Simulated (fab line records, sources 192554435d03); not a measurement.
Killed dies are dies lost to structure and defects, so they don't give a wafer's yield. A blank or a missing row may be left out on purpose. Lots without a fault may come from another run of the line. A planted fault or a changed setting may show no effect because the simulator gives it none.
fab line records | flow n5_finfet | part 1 of 2: steps 1 to 16 of 25
record lots=5 wafers=15 last_day=17
route steps=1938 shown BEOL_M3@964
lots that met no fault: from a run of the same line without faults
start_h: hours from the record's first day to the start of the lot's first wafer shown | wait_h: hours since the lot's step before | " the same as in the row above | L1.1+2: a row that stands for several wafers | - no value, or no start given | * or withheld: withheld | < > ~ a bound
route shown NAME@n: a module of which the file shows steps, and the number in the route of the first | usual: mean/standard deviation of fault-free wafers | same: alike in all rows | chamber/n: place in a boat | sites: the reading at each site | _std_site: their standard deviation | _edge_site: outer sites' mean less inner sites' | radius_mm: how far each site lies from the wafer's centre | mask NAME#n: copy n | behind: the tool/chamber that last shaped the wafer | hold: why the lot was held/for how many hours/how that ended | device: the transistor (n, p or np) that didn't switch | end of line: the same wafers' tests at the end of the route | a step without rows: its recipe alone | killed: dies lost to structure and defects at the first sort, not the wafer's yield | map: a wafer's dies, x killed, . not, _ none there
set.NAME: the setting as run; set.NAME@STEP: as run at that earlier step | model.NAME: the simulator's own value behind a step, which no gauge read
lots at some steps of the route; a table a step, a row a wafer
services: from which hour (start_h, from the record's first day; less than 0 if before it) a tool's chamber was out of use, for how many hours, and why
## steps
# step N5_BEOL_M3_PEB_26
# recipe peb_temp_c=100 peb_time_s=60 resist=CAR-EUV
# usual plate_temp_C=99.97/0.13
# columns lot.wafer tool chamber start_h wait_h plate_temp_C
L074.2 litho_track-05 0 153.60 0.1 100.05
L074.3 " 0 " " 100.02
L074.6 " 0 " " 100.19
L077.1 litho_track-05 0 173.56 0.1 99.84
L077.4 " 0 " " 100.06
L077.6 " 0 " " 100.01
L089.1 litho_track-03 0 244.77 0.1 99.93
L089.2 " 0 " " 99.99
L089.6 " 0 " " 100.10
L093.3 litho_track-05 0 264.30 0.1 100.05
L093.4 " 0 " " 99.98
L093.5 " 0 " " 100.16
L094.1 litho_track-05 0 265.85 0.1 99.99
L094.4 " 0 " " 99.91
L094.5 " 0 " " 100.02
# step N5_BEOL_M3_DEVELOP_27
# recipe develop_time_s=30 developer=TMAH resist=CAR-EUV rinse_liquid=surfactant_rinse dry=air_spin dev_temp_c=23
# usual developer_temp_C=22.99/0.11
# columns lot.wafer tool chamber start_h wait_h developer_temp_C
L074.2 litho_track-05 0 - - 22.90
L074.3 " 0 " " 23.10
L074.6 " 0 " " 23.12
L077.1 litho_track-05 0 - - 22.79
L077.4 " 0 " " 22.90
L077.6 " 0 " " 22.74
L089.1 litho_track-03 0 - - 22.84
L089.2 " 0 " " 22.80
L089.6 " 0 " " 23.03
L093.3 litho_track-05 0 - - 23.09
L093.4 " 0 " " 22.96
L093.5 " 0 " " 22.89
L094.1 litho_track-05 0 - - 22.84
L094.4 " 0 " " 22.88
L094.5 " 0 " " 23.06
# step N5_BEOL_M3_CD_MEAS_28
# recipe target_cd_nm=25.7 landing_energy_ev=500 detector=se_inlens target_cd_y_nm=23.3 polarity=opening
# usual cd_nm=25.52/0.24
# columns lot.wafer tool chamber start_h wait_h cd_nm
L074.2 cd_sem-01 0 153.67 - 25.51
L074.3 " 0 " " 25.88
L074.6 " 0 " " 25.67
L077.1 cd_sem-03 0 173.63 - 25.68
L077.4 " 0 " " 25.76
L077.6 " 0 " " 25.48
L089.1 cd_sem-02 0 244.84 - 25.49
L089.2 " 0 " " 25.97
L089.6 " 0 " " 25.38
L093.3 cd_sem-03 0 264.37 - 25.54
L093.4 " 0 " " 25.52
L093.5 " 0 " " 25.32
L094.1 cd_sem-02 0 265.92 - 25.72
L094.4 " 0 " " 25.90
L094.5 " 0 " " 26.01
# step N5_BEOL_M3_OVL_MEAS_29
# recipe points_per_wafer=522
# usual V2_OVL=-0.2/0.72
# columns lot.wafer tool chamber start_h wait_h V2_OVL[nm]
L074.2 overlay-02 0 153.71 0.0 -0.2
L074.3 " 0 " " -0.4
L074.6 " 0 " " -0.6
L077.1 overlay-02 0 173.66 0.0 0.4
L077.4 " 0 " " -0.1
L077.6 " 0 " " -0.2
L089.1 overlay-01 0 244.87 0.0 -0.9
L089.2 " 0 " " -0.9
L089.6 " 0 " " -0.2
L093.3 overlay-01 0 264.41 0.0 -0.3
L093.4 " 0 " " -0.4
L093.5 " 0 " " -0.6
L094.1 overlay-02 0 265.95 0.0 0.2
L094.4 " 0 " " 0.6
L094.5 " 0 " " 0.0
# step N5_BEOL_M3_INSPECT_30
# recipe mode=adi inspect_instrument=brightfield
# usual raw_defect_count=399/98
# columns lot.wafer tool chamber start_h wait_h raw_defect_count
L074.2 defect_inspect-01 - 153.76 0.0 535
L074.3 " - " " 327
L074.6 " - " " 337
L077.1 defect_inspect-01 - 173.72 0.1 284
L077.4 " - " " 298
L077.6 " - " " 278
L089.1 defect_inspect-01 - 244.93 0.1 352
L089.2 " - " " 417
L089.6 " - " " 391
L093.3 defect_inspect-02 - 264.45 0.0 315
L093.4 " - " " 402
L093.5 " - " " 322
L094.1 defect_inspect-01 - 266.01 0.1 515
L094.4 " - " " 479
L094.5 " - " " 448
# step N5_BEOL_M3_DESCUM_33
# recipe chemistry=O2 time_s=7 source_power_w=50 bias_power_w=20 pressure_mtorr=20 rf_frequency_hz=2.712e+07 temp_c=40 resist=CAR-EUV o2_flow_sccm=225
# usual drypump_motor_current_A=5.7/0.32 oes_product_au=0.77/0.058 rf_vpp_V=243.2/1.5 showerhead_plenum_p_Torr=2.10/0.071 throttle_valve_pct=20.47/0.22
# columns lot.wafer tool chamber start_h wait_h drypump_motor_current_A oes_product_au rf_hours_counter_h rf_vpp_V showerhead_plenum_p_Torr throttle_valve_pct
L074.2 rie_diel-01 3 153.79 0.0 5.7 0.78 132 240.2 1.99 20.42
L074.3 " 0 " " 5.8 0.85 43 242.2 2.16 20.25
L074.6 " 3 " " 5.7 0.78 - 242.0 1.99 20.45
L077.1 rie_diel-01 0 173.75 0.0 5.7 0.84 49 243.0 2.15 20.24
L077.4 " 2 " " 6.3 0.74 175 244.4 2.18 20.51
L077.6 " 2 " " 6.3 0.73 - 245.4 2.18 20.50
L089.1 rie_diel-03 2 244.96 0.0 5.7 0.74 166 244.8 2.16 20.67
L089.2 " 1 " " 5.4 0.79 124 242.2 2.09 20.16
L089.6 " 1 " " 5.4 0.80 - 244.6 2.09 20.16
L093.3 rie_diel-03 3 264.52 0.1 5.9 0.69 242 243.0 2.07 20.63
L093.4 " 1 " " 5.3 0.79 131 243.0 2.09 20.19
L093.5 " 0 " " 5.7 0.83 - 246.0 2.19 20.63
L094.1 rie_diel-01 2 266.04 0.0 6.3 0.72 201 245.9 2.17 20.54
L094.4 " 0 " " 5.8 0.81 77 243.2 2.14 20.30
L094.5 " 2 " " 6.4 0.72 - 244.1 2.17 20.54
# step N5_BEOL_M3_ETCH_77
# recipe chemistry=N2/H2 target=underlayer target_depth_a=65 mask_material=CAR-EUV time_s=5.2 ion_energy_ev=200 pressure_mtorr=30 source_w=840 bias_w=150 n2_flow_sccm=200 h2_flow_sccm=200 ends=cleared
# usual bias_w=149.9/0.44 drypump_motor_current_A=5.7/0.32 etch_rf_on_time_s=5.14/0.16 h2_flow_sccm=200.0/0.55 oes_product_au=0.66/0.048 rf_vpp_V=524.0/2.8 showerhead_plenum_p_Torr=2.55/0.085 throttle_valve_pct=17.88/0.25
# columns lot.wafer tool chamber start_h wait_h bias_w drypump_motor_current_A etch_rf_on_time_s h2_flow_sccm oes_product_au rf_hours_counter_h rf_vpp_V showerhead_plenum_p_Torr throttle_valve_pct
L074.2 rie_diel-01 3 153.83 0.0 150.1 5.7 5.39 199.3 0.65 132 519.6 2.44 17.96
L074.3 " 0 " " 149.7 5.8 5.46 199.8 0.72 43 522.7 2.60 17.59
L074.6 " 3 " " 150.1 5.7 5.34 200.1 0.66 - 522.0 2.44 17.98
L077.1 rie_diel-01 0 173.79 0.0 149.7 5.8 5.48 199.5 0.71 49 524.1 2.60 17.59
L077.4 " 2 " " 149.8 6.4 4.85 200.8 0.64 175 525.9 2.63 17.87
L077.6 " 2 " " 149.9 6.3 4.92 199.8 0.64 - 527.9 2.63 17.87
L089.1 rie_diel-03 2 245.00 0.0 150.3 5.7 5.08 200.5 0.66 166 527.2 2.63 18.06
L089.2 " 1 " " 149.4 5.4 5.24 199.4 0.67 124 524.0 2.54 17.59
L089.6 " 1 " " 149.6 5.4 5.27 199.4 0.67 - 525.7 2.54 17.60
L093.3 rie_diel-03 3 264.56 0.0 150.4 5.9 5.08 199.6 0.59 242 522.5 2.51 18.13
L093.4 " 1 " " 150.2 5.4 5.16 200.2 0.67 131 526.3 2.54 17.61
L093.5 " 0 " " 149.4 5.8 5.19 199.1 0.72 - 529.0 2.68 18.06
L094.1 rie_diel-01 2 266.08 0.0 150.0 6.3 4.89 199.9 0.63 201 528.9 2.62 17.91
L094.4 " 0 " " 150.0 5.8 5.37 200.3 0.68 77 524.6 2.58 17.65
L094.5 " 2 " " 149.1 6.3 4.93 200.5 0.63 - 526.9 2.62 17.90
# step N5_BEOL_M3_ETCH_69
# recipe chemistry=CF4 target=SiARC target_depth_a=156 mask_material=CAR-EUV time_s=26 ion_energy_ev=80 pressure_mtorr=40 source_w=545 bias_w=36 Ar_flow_sccm=100 cf4_flow_sccm=100 ends=cleared
# usual bias_w=35.99/0.1 drypump_motor_current_A=5.7/0.32 etch_rf_on_time_s=25.8/0.71 oes_product_au=0.66/0.048 rf_vpp_V=184.0/1.2 showerhead_plenum_p_Torr=2.15/0.07 throttle_valve_pct=15.67/0.21
# columns lot.wafer tool chamber start_h wait_h bias_w drypump_motor_current_A etch_rf_on_time_s oes_product_au rf_hours_counter_h rf_vpp_V showerhead_plenum_p_Torr throttle_valve_pct
L074.2 rie_diel-01 3 153.84 0.0 36.04 5.7 26.6 0.65 132 182.6 2.07 15.75
L074.3 " 0 " " 35.97 5.7 27.2 0.72 43 184.0 2.19 15.37
L074.6 " 3 " " 35.91 5.7 26.4 0.66 - 184.8 2.07 15.76
L077.1 rie_diel-01 0 173.81 0.0 35.89 5.8 27.4 0.71 49 184.3 2.19 15.38
L077.4 " 2 " " 36.03 6.3 24.8 0.65 175 184.0 2.23 15.66
L077.6 " 2 " " 36.15 6.4 24.8 0.65 - 185.5 2.22 15.66
L089.1 rie_diel-03 2 245.02 0.0 36.08 5.7 25.4 0.64 166 185.4 2.23 15.96
L089.2 " 1 " " 36.05 5.3 26.2 0.67 124 182.9 2.15 15.46
L089.6 " 1 " " 36.15 5.3 26.4 0.67 - 183.7 2.15 15.47
L093.3 rie_diel-03 3 264.57 0.0 36.20 5.8 25.7 0.59 242 183.7 2.13 15.95
L093.4 " 1 " " 36.01 5.3 26.2 0.67 131 183.5 2.15 15.47
L093.5 " 0 " " 36.05 5.7 25.9 0.72 - 185.1 2.25 15.77
L094.1 rie_diel-01 2 266.09 0.0 36.05 6.3 24.7 0.63 201 185.6 2.22 15.71
L094.4 " 0 " " 35.83 5.8 27.0 0.69 77 183.8 2.18 15.46
L094.5 " 2 " " 35.89 6.3 24.5 0.63 - 185.9 2.22 15.71
# step N5_BEOL_M3_ALD_98
# recipe material=SiO2 target_thk_a=25 temp_c=100 ald_precursor_family=BDEAS ald_co_reactant=O2-plasma pulse_time_s=1 co_reactant_pulse_time_s=1 purge_time_s=2 co_reactant_purge_time_s=2 ald_cycles=17 pressure_torr=2
# usual chamber_pressure_Torr=2.000/0.0045 heater_power_w=79/7 precursor_pulse_height_rel=1.001/0.022
# same pulse_time_s=1
# columns lot.wafer tool chamber start_h wait_h chamber_pressure_Torr heater_power_w precursor_pulse_height_rel
L074.2 ald_sin-03 3 153.93 0.1 1.997 76 0.990
L074.3 " 0 " " 1.997 68 1.009
L074.6 " 0 " " 2.009 66 0.988
L077.1 ald_sin-02 3 173.96 0.1 2.002 77 0.995
L077.4 " 0 " " 1.999 72 0.995
L077.6 " 1 " " 2.005 72 1.015
L089.1 ald_sin-02 3 245.10 0.1 2.007 78 0.982
L089.2 " 0 " " 1.994 73 1.031
L089.6 " 1 " " 2.002 72 0.972
L093.3 ald_sin-01 0 264.65 0.1 1.997 86 0.972
L093.4 " 1 " " 2.001 84 1.006
L093.5 " 3 " " 1.992 87 1.007
L094.1 ald_sin-03 3 266.18 0.1 1.997 72 0.997
L094.4 " 0 " " 1.996 66 1.036
L094.5 " 2 " " 2.003 90 1.002
# step N5_BEOL_M3_ETCHBACK_99
# recipe chemistry=CHF3 target=SiO2 target_depth_a=50 time_s=10.4 source_w=215 bias_w=47 Ar_flow_sccm=200 CHF3_flow_sccm=12 ion_energy_ev=100 pressure_mtorr=30
# usual bias_w=46.99/0.14 drypump_motor_current_A=5.8/0.33 oes_product_au=0.77/0.053 rf_vpp_V=243/7.3 showerhead_plenum_p_Torr=2.14/0.078 throttle_valve_pct=17.10/0.24
# columns lot.wafer tool chamber start_h wait_h bias_w drypump_motor_current_A oes_product_au rf_hours_counter_h rf_vpp_V showerhead_plenum_p_Torr throttle_valve_pct
L074.2 rie_diel-04 1 164.65 10.7 46.99 5.7 0.90 56 244 2.10 16.79
L074.3 " 0 " " 46.69 5.7 0.80 101 229 2.15 16.98
L074.6 " 3 " " 46.77 5.0 0.79 - 250 2.15 16.65
L077.1 rie_diel-04 3 182.59 8.6 46.89 5.1 0.79 122 250 2.15 16.64
L077.4 " 1 " " 47.05 5.7 0.89 60 245 2.10 16.79
L077.6 " 3 " " 47.03 5.0 0.79 - 251 2.15 16.66
L089.1 rie_diel-04 1 254.89 9.7 47.09 5.7 0.86 83 244 2.09 16.85
L089.2 " 0 " " 47.00 5.7 0.76 127 228 2.14 17.02
L089.6 " 1 " " 46.97 5.7 0.85 - 243 2.09 16.86
L093.3 rie_diel-01 1 266.96 2.3 47.03 5.9 0.72 219 243 2.05 17.33
L093.4 " 0 " " 47.04 5.7 0.80 77 252 2.19 16.87
L093.5 " 1 " " 46.98 5.9 0.72 - 244 2.05 17.33
L094.1 rie_diel-04 2 269.28 3.1 46.86 6.1 0.69 240 236 2.02 17.17
L094.4 " 3 " " 47.20 5.0 0.76 147 249 2.14 16.70
L094.5 " 3 " " 47.23 5.0 0.76 - 251 2.14 16.70
# step N5_BEOL_M3_ETCH_70
# recipe chemistry=N2/H2 target=SOC target_depth_a=800 overetch_a=160 mask_material=SiARC temp_c=40 time_s=120 ion_energy_ev=200 pressure_mtorr=30 source_w=840 bias_w=150 n2_flow_sccm=200 h2_flow_sccm=200
# usual bias_w=150.0/0.47 drypump_motor_current_A=5.8/0.33 h2_flow_sccm=200.0/0.55 oes_product_au=0.59/0.041 rf_vpp_V=523.5/2.5 showerhead_plenum_p_Torr=2.53/0.082 throttle_valve_pct=17.83/0.26
# columns lot.wafer tool chamber start_h wait_h bias_w drypump_motor_current_A h2_flow_sccm oes_product_au rf_hours_counter_h rf_vpp_V showerhead_plenum_p_Torr throttle_valve_pct
L074.2 rie_diel-04 1 164.69 0.0 148.2 5.7 200.1 0.67 56 521.6 2.47 17.45
L074.3 " 0 " " 150.3 5.7 200.4 0.61 101 524.4 2.54 17.63
L074.6 " 3 " " 149.9 5.0 200.6 0.61 - 523.5 2.56 17.45
L077.1 rie_diel-04 3 182.63 0.0 149.7 5.0 200.7 0.59 122 524.2 2.56 17.48
L077.4 " 1 " " 150.8 5.7 199.3 0.67 60 521.6 2.46 17.45
L077.6 " 3 " " 150.0 5.0 201.1 0.60 - 524.6 2.56 17.48
L089.1 rie_diel-04 1 254.93 0.0 149.8 5.7 200.0 0.64 84 521.6 2.45 17.48
L089.2 " 0 " " 149.2 5.7 199.5 0.59 127 524.3 2.53 17.68
L089.6 " 1 " " 149.6 5.7 199.8 0.64 - 521.1 2.46 17.48
L093.3 rie_diel-01 1 267.00 0.0 150.6 5.9 200.2 0.55 219 519.9 2.43 18.24
L093.4 " 0 " " 149.6 5.8 199.0 0.63 77 523.3 2.58 17.61
L093.5 " 1 " " 150.3 5.9 200.1 0.54 - 519.8 2.43 18.25
L094.1 rie_diel-04 2 269.31 0.0 150.4 6.1 199.8 0.53 240 519.3 2.42 18.08
L094.4 " 3 " " 149.1 5.0 199.8 0.59 147 525.3 2.55 17.50
L094.5 " 3 " " 149.5 5.0 200.4 0.59 - 525.8 2.55 17.51
# step N5_BEOL_M3_STRIP_71
# recipe chemistry=N2/H2 temp_c=40 n2_flow_sccm=200 h2_flow_sccm=200 rf_frequency_hz=6e+07
# columns lot.wafer tool chamber start_h wait_h
L074.2+3+6 rie_diel-04 1,0,3 164.77 0.0
L077.1+4+6 rie_diel-04 3,1,3 182.71 0.0
L089.1+2+6 rie_diel-04 1,0,1 255.01 0.0
L093.3+4+5 rie_diel-01 1,0,1 267.08 0.0
L094.1+4+5 rie_diel-04 2,3,3 269.40 0.0
# step N5_BEOL_M3_STRIP_78
# recipe chemistry=N2/H2 temp_c=40 n2_flow_sccm=200 h2_flow_sccm=200 rf_frequency_hz=6e+07
# columns lot.wafer tool chamber start_h wait_h
L074.2+3+6 rie_diel-04 1,0,3 164.78 0.0
L077.1+4+6 rie_diel-04 3,1,3 182.72 0.0
L089.1+2+6 rie_diel-04 1,0,1 255.02 0.0
L093.3+4+5 rie_diel-01 1,0,1 267.09 0.0
L094.1+4+5 rie_diel-04 2,3,3 269.41 0.0
# step N5_BEOL_M3_VIA_ETCH_34
# recipe chemistry=C4F6/O2 target_depth_a=694 mask_material=SOC pressure_mtorr=15 ion_energy_ev=250 taper_deg=4 time_s=65.9 source_w=350 bias_w=170 Ar_flow_sccm=300 C4F6_flow_sccm=10 O2_flow_sccm=10
# usual bias_w=170.0/0.49 drypump_motor_current_A=5.8/0.33 oes_product_au=0.77/0.052 rf_vpp_V=672/20 showerhead_plenum_p_Torr=2.83/0.099 throttle_valve_pct=30.7/0.38
# columns lot.wafer tool chamber start_h wait_h bias_w drypump_motor_current_A oes_product_au rf_hours_counter_h rf_vpp_V showerhead_plenum_p_Torr throttle_valve_pct
L074.2 rie_diel-04 1 164.79 0.0 170.3 5.7 0.89 56 677 2.77 30.4
L074.3 " 0 " " 170.6 5.7 0.79 101 634 2.84 30.6
L074.6 " 3 " " 169.8 5.0 0.78 - 691 2.84 30.0
L077.1 rie_diel-04 3 182.73 0.0 169.6 5.1 0.79 122 692 2.84 30.0
L077.4 " 1 " " 170.4 5.7 0.88 60 675 2.77 30.4
L077.6 " 3 " " 169.7 5.0 0.78 - 692 2.84 30.0
L089.1 rie_diel-04 1 255.03 0.0 170.4 5.7 0.85 84 676 2.76 30.5
L089.2 " 0 " " 169.4 5.7 0.77 127 634 2.83 30.6
L089.6 " 1 " " 170.7 5.7 0.86 - 674 2.76 30.4
L093.3 rie_diel-01 1 267.10 0.0 169.9 5.9 0.72 219 678 2.72 31.1
L093.4 " 0 " " 169.5 5.8 0.81 77 701 2.89 30.4
L093.5 " 1 " " 169.3 5.9 0.73 - 677 2.72 31.1
L094.1 rie_diel-04 2 269.42 0.0 170.4 6.0 0.69 240 654 2.68 30.5
L094.4 " 3 " " 170.3 5.0 0.75 147 692 2.82 30.0
L094.5 " 3 " " 169.6 5.0 0.77 - 690 2.82 30.0
# step N5_BEOL_M3_STRIP_83
# recipe chemistry=C4F6/O2 resist=SiARC rf_frequency_hz=6e+07
# columns lot.wafer tool chamber start_h wait_h
L074.2+3+6 rie_diel-04 1,0,3 164.84 0.0
L077.1+4+6 rie_diel-04 3,1,3 182.78 0.0
L089.1+2+6 rie_diel-04 1,0,1 255.08 0.0
L093.3+4+5 rie_diel-01 1,0,1 267.15 0.0
L094.1+4+5 rie_diel-04 2,3,3 269.47 0.0
# step N5_BEOL_M3_STRIP_36
# recipe chemistry=N2/H2 power_w=450 temp_c=40 pressure_mtorr=20 rf_frequency_hz=6e+07 overash_fraction=0.3 bias_power_w=7 h2_frac=0.5 n2_flow_sccm=200 h2_flow_sccm=200
# usual drypump_motor_current_A=5.8/0.33 h2_flow_sccm=200.0/0.6 oes_product_au=0.77/0.053 rf_vpp_V=59.1/1.4 showerhead_plenum_p_Torr=2.52/0.082 throttle_valve_pct=23.6/0.35
# columns lot.wafer tool chamber start_h wait_h drypump_motor_current_A h2_flow_sccm oes_product_au rf_hours_counter_h rf_vpp_V showerhead_plenum_p_Torr throttle_valve_pct
L074.2 rie_diel-04 1 164.85 0.0 5.7 200.5 0.88 56 59.2 2.46 23.2
L074.3 " 0 " " 5.7 200.5 0.81 101 58.1 2.54 23.3
L074.6 " 3 " " 5.0 201.4 0.78 - 60.2 2.56 23.1
L077.1 rie_diel-04 3 182.79 0.0 5.0 199.9 0.79 122 59.2 2.56 23.1
L077.4 " 1 " " 5.7 198.5 0.90 60 57.8 2.46 23.2
L077.6 " 3 " " 5.0 200.2 0.77 - 57.1 2.56 23.1
L089.1 rie_diel-04 1 255.09 0.0 5.7 199.5 0.85 84 59.7 2.45 23.2
L089.2 " 0 " " 5.7 200.5 0.78 127 61.4 2.52 23.4
L089.6 " 1 " " 5.7 200.4 0.84 - 60.2 2.45 23.2
L093.3 rie_diel-01 1 267.16 0.0 5.9 200.6 0.70 219 58.6 2.43 24.3
L093.4 " 0 " " 5.8 200.3 0.80 77 57.8 2.58 23.4
L093.5 " 1 " " 5.9 199.9 0.71 - 58.7 2.43 24.3
L094.1 rie_diel-04 2 269.48 0.0 6.0 199.6 0.69 240 60.3 2.41 23.8
L094.4 " 3 " " 5.0 200.3 0.76 147 58.3 2.55 23.2
L094.5 " 3 " " 5.0 200.4 0.75 - 59.3 2.55 23.1
